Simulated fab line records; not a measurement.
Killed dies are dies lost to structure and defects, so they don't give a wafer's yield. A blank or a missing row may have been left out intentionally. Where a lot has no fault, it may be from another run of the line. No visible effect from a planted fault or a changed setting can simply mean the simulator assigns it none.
fab line records	flow nand-harc
[record] lots = 6	wafers = 18	last-day = 24
route steps=1159 shown A_CONTACT@848 END@1159
lots untouched by any fault: they come from a run of this same line in which no faults occurred
start-h: start of the lot's first displayed wafer, in hours after the record's first day	wait-h: hours from the lot's prior step to this one	" repeats the value in the row above	L1.1+2: one row covering several wafers at once	- no value, or no start was given	* or withheld: withheld	< > ~ a bound
route shown NAME@n: a module of which the file shows steps, and the number in the route of the first	usual: the fault-free wafers' mean and standard deviation	same: alike in all rows	chamber/n: place in a boat	sites: the reading at each site	_std_site: the standard deviation of these	_edge_site: mean of outer sites minus mean of inner sites	radius-mm: how far each site lies from the wafer's centre	mask NAME#n: copy n	behind: the tool/chamber that last shaped the wafer	hold: reason for holding the lot/hours on hold/outcome of the hold	device: the n, p or np transistor that did not switch	end of line: tests run on the same wafers once the route is complete	for a step that has no rows: nothing shown but its recipe	killed: not the wafer's yield, but the dies lost to structure and defects at the first sort	map: the dies of a wafer, with x for killed, . for not killed, _ for no die there
set.NAME: the run value of the setting; set.NAME@STEP: its run value at that earlier step	model.NAME: the simulator's own value behind a step, which no gauge read
certain route steps with their lots: each step a table, each wafer a row
services: when a tool's chamber went out of use (start-h, in hours from the record's first day, below 0 if earlier), for how many hours, and the reason
[[steps]]
[step NHARC_A_CONTACT_COAT_36]
[recipe] spin-rpm = 1500	resist-thk-nm = 90
[step NHARC_A_CONTACT_SOFTBAKE_37]
[recipe] temp-c = 105	time-s = 55
[step NHARC_A_CONTACT_EBR_38]
[step NHARC_A_CONTACT_EXPOSE_39]
[recipe] na = 1.35	sigma-outer = 0.8	dose-mj = 58.79	mask-id = A_CC_3
[step NHARC_A_CONTACT_PEB_40]
[recipe] peb-temp-c = 100	peb-time-s = 65
[step NHARC_A_CONTACT_DEVELOP_41]
[recipe] develop-time-s = 35	dev-temp-c = 23
[step NHARC_A_CONTACT_CD_MEAS_42]
[recipe] target-cd-nm = 200	landing-energy-ev = 500
[usual] cd-nm = 200.1/0.59
lot.wafer	tool	chamber	start-h	wait-h	cd-nm
L836.3	cd-sem-01	0	377.53	-	199.4
L836.5	"	0	"	"	200.4
L836.6	"	0	"	"	199.7
L843.2	cd-sem-02	0	420.96	-	200.3
L843.3	"	0	"	"	199.8
L843.6	"	0	"	"	200.1
L852.4	cd-sem-03	0	462.35	-	200.9
L852.5	"	0	"	"	201.0
L852.6	"	0	"	"	200.8
L851.1	cd-sem-02	0	464.59	-	200.3
L851.2	"	0	"	"	200.3
L851.5	"	0	"	"	199.9
L855.2	cd-sem-01	0	489.76	-	200.1
L855.3	"	0	"	"	200.4
L855.5	"	0	"	"	200.4
L858.3	cd-sem-02	0	503.58	-	200.7
L858.5	"	0	"	"	199.7
L858.6	"	0	"	"	200.4
[step NHARC_A_CONTACT_OVL_MEAS_43]
[usual] overlay-x-nm = 0.0/1.1	overlay-y-nm = 0.1/0.89
lot.wafer	tool	chamber	start-h	wait-h	overlay-x-nm	overlay-y-nm
L836.3	overlay-01	-	377.61	-	0.2	0.0
L836.5	"	-	"	"	0.7	0.4
L836.6	"	-	"	"	0.4	-0.2
L843.2	overlay-02	-	421.04	-	-1.9	-1.1
L843.3	"	-	"	"	-1.4	-1.5
L843.6	"	-	"	"	-1.3	-1.3
L852.4	overlay-01	-	462.44	-	-0.9	0.5
L852.5	"	-	"	"	-2.0	0.7
L852.6	"	-	"	"	-1.2	0.3
L851.1	overlay-02	-	464.68	-	1.5	0.1
L851.2	"	-	"	"	1.5	0.8
L851.5	"	-	"	"	2.0	0.0
L855.2	overlay-01	-	489.84	-	-0.2	0.3
L855.3	"	-	"	"	-0.3	0.9
L855.5	"	-	"	"	-0.3	1.1
L858.3	overlay-01	-	503.67	-	1.5	1.2
L858.5	"	-	"	"	1.6	1.6
L858.6	"	-	"	"	1.6	0.8
[step NHARC_A_CONTACT_INSPECT_44]
[usual] raw-defect-count = 30/14
lot.wafer	tool	chamber	start-h	wait-h	raw-defect-count
L836.3	defect-inspect-02	-	377.65	0.0	15
L836.5	"	-	"	"	13
L836.6	"	-	"	"	17
L843.2	defect-inspect-02	-	421.08	0.0	13
L843.3	"	-	"	"	20
L843.6	"	-	"	"	37
L852.4	defect-inspect-02	-	462.47	0.0	14
L852.5	"	-	"	"	20
L852.6	"	-	"	"	19
L851.1	defect-inspect-02	-	464.72	0.0	46
L851.2	"	-	"	"	50
L851.5	"	-	"	"	63
L855.2	defect-inspect-01	-	489.88	0.0	52
L855.3	"	-	"	"	61
L855.5	"	-	"	"	64
L858.3	defect-inspect-02	-	503.70	0.0	35
L858.5	"	-	"	"	42
L858.6	"	-	"	"	31
[step NHARC_A_CONTACT_DESCUM_47]
[recipe] time-s = 3	o2-flow-sccm = 200	ar-flow-sccm = 0	bias-power-w = 0	chemistry = O2
[usual] drypump-motor-current-A = 5.7/0.48	oes-product-au = 0.999/0.0087	rf-vpp-V = 58.0/0.9	showerhead-plenum-p-Torr = 1.94/0.097	throttle-valve-pct = 11.310/0.0084
lot.wafer	tool	chamber	start-h	wait-h	drypump-motor-current-A	oes-product-au	rf-hours-counter-h	rf-vpp-V	showerhead-plenum-p-Torr	throttle-valve-pct
L836.3	rie-diel-06	3	377.74	0.1	6.4	0.990	23	58.8	1.89	11.287
L836.5	"	0	"	"	5.5	0.992	-	57.0	1.76	11.299
L836.6	"	1	"	"	5.4	0.976	-	58.9	1.92	11.319
L843.2	rie-diel-09	3	421.14	0.1	5.7	1.011	49	57.2	1.79	11.319
L843.3	"	2	"	"	5.5	1.005	61	57.2	1.90	11.320
L843.6	"	2	"	"	5.5	0.999	-	57.7	1.90	11.313
L852.4	rie-diel-06	1	462.55	0.1	5.4	1.003	8	57.6	1.92	11.315
L852.6	"	3	"	"	6.4	0.999	-	59.1	1.89	11.300
L852.5	"	0	"	"	5.5	1.001	-	56.7	2.07	11.308
L851.1	rie-diel-06	0	464.78	0.1	5.5	1.003	8	59.1	2.07	11.303
L851.2	"	2	"	"	5.3	1.009	9	58.3	2.03	11.314
L851.5	"	1	"	"	5.4	1.006	-	57.9	1.91	11.331
L855.2	rie-diel-06	1	489.96	0.1	5.4	1.005	14	57.6	1.91	11.317
L855.3	"	2	"	"	5.3	1.011	14	59.0	2.03	11.308
L855.5	"	3	"	"	6.4	0.999	-	57.3	1.89	11.313
L858.3	rie-diel-11	0	503.76	0.1	6.5	0.995	50	58.4	2.04	11.321
L858.5	"	0	"	"	6.5	0.985	-	57.2	2.04	11.299
L858.6	"	1	"	"	5.9	1.003	-	56.9	1.79	11.304
[step NHARC_A_CONTACT_ETCH_48]
[recipe] target-depth-a = 390	over-etch-frac = 0.3	time-s = 65	ion-energy-ev = 80	cf4-flow-sccm = 150	ar-flow-sccm = 0	rf-w = 300	bias-w = 100	chemistry = CF4
[usual] bias-w = 100.04/0.29	cf4-flow-sccm = 150.0/0.44	drypump-motor-current-A = 5.7/0.48	oes-product-au = 1.000/0.0087	rf-vpp-V = 151.5/1.3	showerhead-plenum-p-Torr = 1.80/0.079	throttle-valve-pct = 13.283/0.009
lot.wafer	tool	chamber	start-h	wait-h	bias-w	cf4-flow-sccm	drypump-motor-current-A	oes-product-au	rf-hours-counter-h	rf-vpp-V	showerhead-plenum-p-Torr	throttle-valve-pct
L836.3	rie-diel-06	2	377.82	0.1	100.39	150.2	5.3	0.995	26	153.8	1.88	13.279
L836.5	"	3	"	"	99.58	150.9	6.4	0.990	-	151.0	1.75	13.294
L836.6	"	0	"	"	99.58	151.0	5.5	0.987	-	150.3	1.64	13.290
L843.3	rie-diel-09	1	421.24	0.1	100.41	150.1	4.7	1.006	61	151.3	1.82	13.273
L843.2	"	2	"	"	99.67	150.0	5.5	1.012	61	150.5	1.75	13.273
L843.6	"	3	"	"	99.84	149.7	5.6	1.027	-	149.6	1.66	13.291
L852.4	rie-diel-06	0	462.62	0.1	99.85	150.0	5.5	1.009	7	153.9	1.91	13.290
L852.5	"	3	"	"	99.76	149.6	6.4	1.001	-	150.5	1.75	13.295
L852.6	"	0	"	"	99.80	149.7	5.5	1.012	-	152.7	1.91	13.287
L851.2	rie-diel-06	0	464.87	0.1	99.91	150.5	5.5	0.996	8	152.7	1.91	13.282
L851.1	"	1	"	"	99.74	150.5	5.4	1.008	10	150.2	1.77	13.293
L851.5	"	0	"	"	100.20	150.4	5.5	0.994	-	153.0	1.91	13.282
L855.3	rie-diel-06	1	490.02	0.1	99.99	150.5	5.4	1.000	14	152.2	1.77	13.279
L855.2	"	2	"	"	100.29	150.2	5.3	1.019	14	153.4	1.87	13.302
L855.5	"	2	"	"	99.75	150.1	5.3	1.004	-	154.5	1.87	13.274
L858.3	rie-diel-11	2	503.87	0.1	100.08	149.8	5.9	1.001	51	152.4	1.88	13.278
L858.6	"	3	"	"	100.10	149.1	5.5	0.999	-	150.7	1.79	13.286
L858.5	"	0	"	"	99.60	150.1	6.5	0.982	-	152.0	1.87	13.283
[step NHARC_A_CONTACT_ETCH_49]
[recipe] target-depth-a = 2600	over-etch-frac = 0.3	time-s = 475.3	ion-energy-ev = 200	n2-flow-sccm = 150	h2-flow-sccm = 150	ar-flow-sccm = 0	rf-w = 400	bias-w = 150	chemistry = N2/H2
[usual] bias-w = 150.0/0.49	chamber-pressure-mTorr = 29.996/0.025	drypump-motor-current-A = 5.7/0.44	h2-flow-sccm = 150.0/0.41	oes-product-au = 0.998/0.008	rf-vpp-V = 431/3.1	showerhead-plenum-p-Torr = 2.07/0.11	throttle-valve-pct = 14.171/0.0094
lot.wafer	tool	chamber	start-h	wait-h	bias-w	chamber-pressure-mTorr	drypump-motor-current-A	h2-flow-sccm	oes-product-au	rf-hours-counter-h	rf-vpp-V	showerhead-plenum-p-Torr	throttle-valve-pct
L836.3	rie-diel-06	0	-	-	149.6	30.025	5.5	149.4	1.000	24	428	1.87	14.160
L836.5	"	2	"	"	150.3	30.023	5.3	150.0	0.991	-	435	2.18	14.174
L836.6	"	3	"	"	149.1	30.022	6.4	149.4	0.984	-	430	2.02	14.165
L843.2	rie-diel-09	2	-	-	150.2	29.990	5.5	150.2	1.004	61	430	2.02	14.160
L843.3	"	1	"	"	149.7	29.998	4.8	149.3	0.986	61	432	2.11	14.170
L843.6	"	1	"	"	149.6	29.957	4.8	149.5	0.999	-	432	2.11	14.181
L852.4	rie-diel-06	0	-	-	149.3	30.017	5.5	149.9	1.002	7	435	2.22	14.186
L852.5	"	0	"	"	149.7	30.007	5.5	150.1	0.995	-	435	2.22	14.177
L852.6	"	1	"	"	150.1	30.015	5.4	150.2	1.011	-	429	2.04	14.163
L851.1	rie-diel-06	0	-	-	149.8	29.952	5.5	149.8	0.992	8	437	2.22	14.178
L851.2	"	3	"	"	149.9	29.984	6.4	149.7	0.995	10	430	2.01	14.156
L851.5	"	1	"	"	150.1	29.978	5.4	149.8	0.997	-	431	2.04	14.181
L855.3	rie-diel-06	3	-	-	149.3	29.971	6.4	150.0	0.991	14	429	2.01	14.179
L855.2	"	2	"	"	150.3	30.017	5.3	149.7	1.010	14	434	2.17	14.161
L855.5	"	3	"	"	149.7	30.009	6.4	149.8	0.986	-	430	2.01	14.188
L858.3	rie-diel-11	1	-	-	150.0	29.998	6.0	150.0	0.998	47	426	1.90	14.171
L858.5	"	0	"	"	150.1	30.009	6.5	149.9	0.981	-	435	2.18	14.161
L858.6	"	1	"	"	150.4	29.991	5.9	149.1	0.993	-	427	1.90	14.167
[step NHARC_A_CONTACT_ETCH_50]
[recipe] target-depth-a = 847	time-s = 42.4	cf4-flow-sccm = 100	chf3-flow-sccm = 30	ar-flow-sccm = 0	rf-w = 500	bias-w = 200	chemistry = CF4/CHF3
[usual] bias-w = 200.0/0.55	cf4-flow-sccm = 100.00/0.29	drypump-motor-current-A = 5.7/0.45	oes-product-au = 0.953/0.023	rf-vpp-V = 371.0/2.7	showerhead-plenum-p-Torr = 1.59/0.076	throttle-valve-pct = 16.802/0.0097
lot.wafer	tool	chamber	start-h	wait-h	bias-w	cf4-flow-sccm	drypump-motor-current-A	oes-product-au	rf-hours-counter-h	rf-vpp-V	showerhead-plenum-p-Torr	throttle-valve-pct
L836.3	rie-diel-06	1	378.24	-	200.2	99.85	5.4	0.956	22	370.1	1.58	16.828
L836.5	"	0	"	"	200.5	99.58	5.5	0.955	-	365.9	1.46	16.807
L836.6	"	1	"	"	200.5	100.05	5.4	0.957	-	369.2	1.58	16.815
L843.3	rie-diel-09	1	421.99	-	199.9	100.10	4.7	0.916	61	372.6	1.62	16.794
L843.2	"	2	"	"	199.9	99.58	5.5	0.932	62	370.8	1.56	16.802
L843.6	"	2	"	"	200.1	99.81	5.5	0.919	-	371.0	1.56	16.796
L852.4	rie-diel-06	2	463.09	-	-	-	-	-	-	-	-	-
L852.6	"	2	"	"	-	-	-	-	-	-	-	-
L852.5	"	3	"	"	-	-	-	-	-	-	-	-
L851.2	rie-diel-06	1	465.31	-	-	-	-	-	-	-	-	-
L851.1	"	2	"	"	-	-	-	-	-	-	-	-
L851.5	"	2	"	"	-	-	-	-	-	-	-	-
L855.2	rie-diel-06	1	490.47	-	198.7	100.13	5.4	0.987	14	371.3	1.57	16.801
L855.3	"	2	"	"	200.9	100.18	5.3	0.993	14	372.7	1.67	16.796
L855.5	"	1	"	"	200.1	100.12	5.4	0.984	-	370.9	1.57	16.795
L858.3	rie-diel-11	3	504.29	-	199.6	100.33	5.5	0.926	54	372.1	1.59	16.808
L858.6	"	2	"	"	200.6	100.12	6.0	0.921	-	373.0	1.67	16.816
L858.5	"	3	"	"	199.8	100.44	5.5	0.930	-	370.5	1.60	16.813
[step NHARC_A_CONTACT_ETCH_51]
[recipe] target-depth-a = 36000	over-etch-frac = 0.3	time-s = 936	ion-energy-ev = 150	o2-flow-sccm = 400	cos-flow-sccm = 20	ar-flow-sccm = 0	rf-w = 500	bias-w = 300	chemistry = O2/COS
[usual] bias-w = 300.0/0.89	chamber-pressure-mTorr = 19.999/0.02	drypump-motor-current-A = 5.7/0.46	oes-product-au = 0.998/0.0085	rf-vpp-V = 314.8/2.2	showerhead-plenum-p-Torr = 3.17/0.14	throttle-valve-pct = 28.329/0.0089
lot.wafer	tool	chamber	start-h	wait-h	bias-w	chamber-pressure-mTorr	drypump-motor-current-A	oes-product-au	rf-hours-counter-h	rf-vpp-V	showerhead-plenum-p-Torr	throttle-valve-pct
L836.3	rie-diel-06	3	-	-	300.0	20.006	6.4	0.998	24	313.4	3.09	28.327
L836.6	"	1	"	"	298.3	20.036	5.5	0.989	-	313.4	3.13	28.319
L836.5	"	2	"	"	300.4	20.019	5.3	1.004	-	316.3	3.32	28.334
L843.3	rie-diel-09	1	-	-	300.1	19.979	4.8	0.992	61	317.2	3.22	28.322
L843.2	"	2	"	"	298.4	19.976	5.5	1.007	62	313.7	3.10	28.333
L843.6	"	2	"	"	300.1	19.986	5.5	0.999	-	314.3	3.10	28.326
L852.4	rie-diel-06	2	-	-	300.4	19.998	5.3	1.005	9	316.9	3.31	28.320
L852.5	"	0	"	"	299.3	19.969	5.5	1.003	-	317.4	3.37	28.334
L852.6	"	1	"	"	300.8	20.038	5.5	0.993	-	314.9	3.13	28.333
L851.2	rie-diel-06	0	-	-	300.4	19.982	5.5	1.010	9	317.6	3.37	28.336
L851.1	"	2	"	"	299.2	20.024	5.3	1.019	10	316.4	3.31	28.328
L851.5	"	1	"	"	300.5	19.974	5.4	0.999	-	314.3	3.12	28.325
L855.2	rie-diel-06	1	-	-	300.8	20.002	5.4	0.991	15	312.7	3.12	28.327
L855.3	"	0	"	"	299.6	20.001	5.5	0.994	14	317.1	3.37	28.331
L855.5	"	2	"	"	300.2	19.996	5.3	1.006	-	317.6	3.30	28.359
L858.3	rie-diel-11	2	-	-	300.0	20.002	6.0	0.994	51	316.0	3.32	28.329
L858.6	"	2	"	"	298.2	20.014	5.9	0.995	-	317.4	3.32	28.328
L858.5	"	3	"	"	300.4	19.975	5.5	1.005	-	314.1	3.16	28.322
[step NHARC_END_SORT_01]
[recipe] temp-c = 25
[usual] killed-at-array = 29/11	killed-at-other = 0.7/1.1	killed-at-periphery = 2.9/2.2	killed-dies = 33/11	killed-open = 3.1/1.8	killed-short = 1.9/1.4
[same] gross-dies = 677
lot.wafer	tool	chamber	start-h	wait-h	killed-at-array	killed-at-other	killed-at-periphery	killed-dies	killed-open	killed-short
L851.1	prober-01	0	534.15	2.5	676	0	1	677	4	1
L851.2	prober-01	0	534.94	2.8	675	0	2	677	0	4
L851.5	prober-01	0	537.32	3.7	672	0	5	677	5	3
L852.4	prober-02	0	536.58	3.4	676	0	1	677	5	5
L852.5	prober-02	0	537.39	3.7	676	1	0	677	1	2
L852.6	prober-02	0	538.20	4.0	674	1	2	677	2	3
// killed by level:class
L851.1 A_CONTACT:area-etch=632 A_CHANNEL_HOLE_D1:chamber-film-flake=15 A_SLIT:chamber-film-flake=14 A_STAIRCASE:chamber-film-flake=6 A_CONTACT:chamber-film-flake=4 P_M0:geometric-particle:open=1 A_CHANNEL_FILL_D1:geometric-particle:open=1 A_CONTACT:geometric-particle:open=1
L851.2 A_CONTACT:area-etch=639 A_CHANNEL_HOLE_D1:chamber-film-flake=15 A_SLIT:chamber-film-flake=14 A_STAIRCASE:chamber-film-flake=2 P_CONTACT:geometric-particle:short=1 A_CHANNEL_FILL_D1:geometric-particle:short=1 A_STAIRCASE:geometric-particle:short=1 A_CONTACT:geometric-particle:short=1
L852.4 A_CONTACT:area-etch=650 A_SLIT:chamber-film-flake=6 A_CONTACT:chamber-film-flake=4 A_CHANNEL_HOLE_D1:chamber-film-flake=3 A_STAIRCASE:chamber-film-flake=3 A_ONON_D1:geometric-particle:short=2 A_SOURCE_PLATE:geometric-particle:short=1 A_ONON_D1:geometric-particle:open=1
L851.5 A_CONTACT:area-etch=621 A_CHANNEL_HOLE_D1:chamber-film-flake=23 A_SLIT:chamber-film-flake=20 P_CONTACT:geometric-particle:open=2 A_ONON_D1:geometric-particle:open=2 A_CONTACT:chamber-film-flake=2 P_CONTACT:geometric-particle:short=1 A_ONON_D1:geometric-particle:short=1
L852.5 A_CONTACT:area-etch=656 A_CHANNEL_HOLE_D1:chamber-film-flake=7 A_SLIT:chamber-film-flake=6 A_STAIRCASE:chamber-film-flake=2 A_CONTACT:chamber-film-flake=2 A_CHANNEL_FILL_D1:geometric-particle:short=1 A_STAIRCASE:geometric-particle:short=1 A_M1:geometric-particle:open=1
L852.6 A_CONTACT:area-etch=652 A_CHANNEL_HOLE_D1:chamber-film-flake=7 A_SLIT:chamber-film-flake=6 A_SOURCE_PLATE:geometric-particle:short=3 A_CONTACT:chamber-film-flake=3 A_STAIRCASE:chamber-film-flake=2 P_M0:geometric-particle:open=1 A_CONTACT:geometric-particle:open=1
// map L851.1 (x killed, . not)
____________x____________
_________xxxxxxx_________
_______xxxxxxxxxxx_______
______xxxxxxxxxxxxx______
_____xxxxxxxxxxxxxxx_____
____xxxxxxxxxxxxxxxxx____
____xxxxxxxxxxxxxxxxx____
___xxxxxxxxxxxxxxxxxxx___
___xxxxxxxxxxxxxxxxxxx___
__xxxxxxxxxxxxxxxxxxxxx__
__xxxxxxxxxxxxxxxxxxxxx__
_xxxxxxxxxxxxxxxxxxxxxxx_
_xxxxxxxxxxxxxxxxxxxxxxx_
_xxxxxxxxxxxxxxxxxxxxxxx_
_xxxxxxxxxxxxxxxxxxxxxxx_
_xxxxxxxxxxxxxxxxxxxxxxx_
xxxxxxxxxxxxxxxxxxxxxxxxx
xxxxxxxxxxxxxxxxxxxxxxxxx
xxxxxxxxxxxxxxxxxxxxxxxxx
xxxxxxxxxxxxxxxxxxxxxxxxx
xxxxxxxxxxxxxxxxxxxxxxxxx
_xxxxxxxxxxxxxxxxxxxxxxx_
_xxxxxxxxxxxxxxxxxxxxxxx_
_xxxxxxxxxxxxxxxxxxxxxxx_
_xxxxxxxxxxxxxxxxxxxxxxx_
_xxxxxxxxxxxxxxxxxxxxxxx_
__xxxxxxxxxxxxxxxxxxxxx__
__xxxxxxxxxxxxxxxxxxxxx__
___xxxxxxxxxxxxxxxxxxx___
___xxxxxxxxxxxxxxxxxxx___
____xxxxxxxxxxxxxxxxx____
____xxxxxxxxxxxxxxxxx____
_____xxxxxxxxxxxxxxx_____
______xxxxxxxxxxxxx______
_______xxxxxxxxxxx_______
_________xxxxxxx_________
____________x____________
// map L852.4 (x killed, . not)
____________x____________
_________xxxxxxx_________
_______xxxxxxxxxxx_______
______xxxxxxxxxxxxx______
_____xxxxxxxxxxxxxxx_____
____xxxxxxxxxxxxxxxxx____
____xxxxxxxxxxxxxxxxx____
___xxxxxxxxxxxxxxxxxxx___
___xxxxxxxxxxxxxxxxxxx___
__xxxxxxxxxxxxxxxxxxxxx__
__xxxxxxxxxxxxxxxxxxxxx__
_xxxxxxxxxxxxxxxxxxxxxxx_
_xxxxxxxxxxxxxxxxxxxxxxx_
_xxxxxxxxxxxxxxxxxxxxxxx_
_xxxxxxxxxxxxxxxxxxxxxxx_
_xxxxxxxxxxxxxxxxxxxxxxx_
xxxxxxxxxxxxxxxxxxxxxxxxx
xxxxxxxxxxxxxxxxxxxxxxxxx
xxxxxxxxxxxxxxxxxxxxxxxxx
xxxxxxxxxxxxxxxxxxxxxxxxx
xxxxxxxxxxxxxxxxxxxxxxxxx
_xxxxxxxxxxxxxxxxxxxxxxx_
_xxxxxxxxxxxxxxxxxxxxxxx_
_xxxxxxxxxxxxxxxxxxxxxxx_
_xxxxxxxxxxxxxxxxxxxxxxx_
_xxxxxxxxxxxxxxxxxxxxxxx_
__xxxxxxxxxxxxxxxxxxxxx__
__xxxxxxxxxxxxxxxxxxxxx__
___xxxxxxxxxxxxxxxxxxx___
___xxxxxxxxxxxxxxxxxxx___
____xxxxxxxxxxxxxxxxx____
____xxxxxxxxxxxxxxxxx____
_____xxxxxxxxxxxxxxx_____
______xxxxxxxxxxxxx______
_______xxxxxxxxxxx_______
_________xxxxxxx_________
____________x____________
[[services]]
tool	chamber	start-h	hours	kind
rie-diel-09	3	361.78	33.2	repair
rie-diel-11	-	366.57	9.0	pm
rie-diel-06	0	372.82	-	clean
rie-diel-06	1	372.82	-	clean
rie-diel-06	2	372.82	-	clean
rie-diel-06	3	372.82	-	clean
rie-diel-06	0	397.32	-	clean
rie-diel-06	1	397.32	-	clean
rie-diel-06	2	397.32	-	clean
rie-diel-06	3	397.32	-	clean
rie-diel-09	2	401.76	4.6	repair
rie-diel-09	0	414.73	17.9	repair
rie-diel-11	0	415.66	3.6	repair
rie-diel-06	-	418.20	9.0	pm
rie-diel-06	0	418.20	9.0	vent-cycle
rie-diel-06	1	418.20	9.0	vent-cycle
rie-diel-06	2	418.20	9.0	vent-cycle
rie-diel-06	3	418.20	9.0	vent-cycle
rie-diel-06	0	427.20	-	clean
rie-diel-06	0	427.20	-	consumable-replace:showerhead
rie-diel-06	3	430.53	1.5	repair
rie-diel-09	-	431.22	9.0	pm
rie-diel-06	0	443.98	8.6	repair
rie-diel-06	2	502.43	5.0	repair
[[key]]
[first-sign] step = NHARC_A_CONTACT_ETCH_50	reading = tool-record	direction = missing
[effect] step = NHARC_END_SORT_01	reading = killed-dies	direction = up	sigmas = 58	usual = 33	struck = 677
[more-kills-born-at] NHARC_A_CONTACT_ETCH_50@rie-diel-06 = 3850
met-at NHARC_A_CONTACT_ETCH_50
struck-wafers L851.1,L851.2,L851.5,L852.4,L852.5,L852.6
later-rows-left-out L851.1,L851.2,L851.5,L852.4,L852.5,L852.6
tester-left-out L851,L852
onset-between 378.24 463.09
[fault] kind = skipped-step-whole	tool = rie-diel-06	chamber = -	onset-h = 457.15	steps = NHARC_A_CONTACT_ETCH_50	scope = struck-lots-only
// tester-left-out: of these lots the tester's yield and bins aren't shown, on N5 and GAA mostly nor the transistor test; their killed dies are dies lost to structure and defects alone, not to doping, threshold or leakage, so they don't give the yield
// later-rows-left-out: the simulator's readings of these wafers behind a module that went badly wrong aren't trusted and aren't shown, but for the sort
